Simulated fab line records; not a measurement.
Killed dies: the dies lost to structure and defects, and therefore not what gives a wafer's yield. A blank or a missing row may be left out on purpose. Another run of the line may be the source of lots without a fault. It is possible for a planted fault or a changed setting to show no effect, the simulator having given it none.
Matching of chambers | flow n5 finfet | N5_BEOL_M5_CMP_52 on cmp-01 has 4 sister chambers
The step polishes, stops on SiCOH lowk, t overpolish 6.9 s, target thk 62 nm. 8 wafers are shown with their chamber, then 7 later ones without.

## WAFERS PAIRED WITH THEIR CHAMBERS
wafer  | chamber | motor current A (A) | barrier field endpoint s (s)
L079.3 | 0       | 5.6                 | 24.3
L079.5 | 3       | 5.9                 | 23.3
L080.2 | 1       | 5.5                 | 24.0
L080.3 | 0       | 5.2                 | 24.6
L088.4 | 1       | 5.2                 | 24.8
L088.5 | 2       | 6.2                 | 25.5
L093.3 | 3       | 6.1                 | 23.3
L093.4 | 2       | 6.4                 | 23.8

## WAFERS WITH NO CHAMBER GIVEN
wafer  | motor current A (A) | barrier field endpoint s (s)
L093.6 | 6.3                 | 23.5
L094.1 | 6.2                 | 24.2
L094.4 | 5.5                 | 24.1
L094.5 | 6.1                 | 24.1
L096.3 | 5.4                 | 24.8
L096.5 | 5.2                 | 24.6
L096.6 | 5.9                 | 23.9

## WHICH CHAMBER EACH ONE RAN IN
wafer  | from the rows above               | in truth
L093.6 | can't be placed: 3 or 2           | 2
L094.1 | can't be placed: 2 or 3           | 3
L094.4 | can't be placed: 0 or 1           | 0
L094.5 | can't be placed: 2 or 3           | 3
L096.3 | can't be placed: 0 or 1           | 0
L096.5 | can't be placed: 1 or 0           | 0
L096.6 | can't be placed: 3 or 2 or 0 or 1 | 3
Correct placement for 0 of the 7. Can't be placed from these rows: 7 (the true chamber is among the candidates in 7). 0 placed wrongly.
How it was worked out, from the rows above alone: a wafer's distance from a chamber is the root of the sum, over the readings, of the square of ((its reading less the chamber's mean) divided by the reading's scatter). The wafer belongs to the nearest chamber; if the next one is less than 2 further off, it can't be placed. The mean given for a chamber averages the wafers shown for that chamber. How the scatter is found: for the shown wafers, subtract from each reading the mean of its chamber, square and add these, divide the total by (wafers less chambers), then take the root.
